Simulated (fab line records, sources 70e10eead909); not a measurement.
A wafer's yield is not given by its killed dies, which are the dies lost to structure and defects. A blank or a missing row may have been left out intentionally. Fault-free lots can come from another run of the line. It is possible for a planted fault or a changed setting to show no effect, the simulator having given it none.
Matching of chambers ; flow nandHarc ; 4 sister chambers for NHARC_A_STAIRCASE_TRIM_12 on rieDiel-08
The step chemistry O2, time 211.2 s. 4 wafers are shown with their chamber, then 8 later ones without.

WAFERS PAIRED WITH THEIR CHAMBERS
wafer;chamber;showerheadPlenumPTorr (Torr)
L086.1;1;3.32
L090.3;0;3.57
L090.6;2;3.79
L091.1;3;3.57

WAFERS MISSING THEIR CHAMBER
wafer;showerheadPlenumPTorr (Torr)
L091.3;3.78
L091.4;3.31
L092.2;3.56
L092.3;3.57
L092.6;3.31
L096.3;3.56
L096.4;3.77
L096.6;3.77

CHAMBER TAKEN BY EACH
wafer;from the rows above;in truth
L091.3;2;2
L091.4;1;1
L092.2;can't be placed: 0 or 3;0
L092.3;can't be placed: 0 or 3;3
L092.6;1;1
L096.3;can't be placed: 0 or 3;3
L096.4;2;2
L096.6;2;2
5 of 8 placed correctly. Can't be placed from these rows: 3 (the true chamber is among the candidates in 3). Number placed wrongly: 0.
How it was worked out, from the rows above alone: a wafer's distance from a chamber is the root of the sum, over the readings, of the square of ((its reading less the chamber's mean) divided by the reading's scatter). If the next closest chamber is less than 2 further off than the closest, the wafer can't be placed; otherwise it belongs to the closest. The mean given for a chamber averages the wafers shown for that chamber. The scatter: root of mean squared gap, hidden wafer to nearest shown wafer, with one shown wafer a chamber.
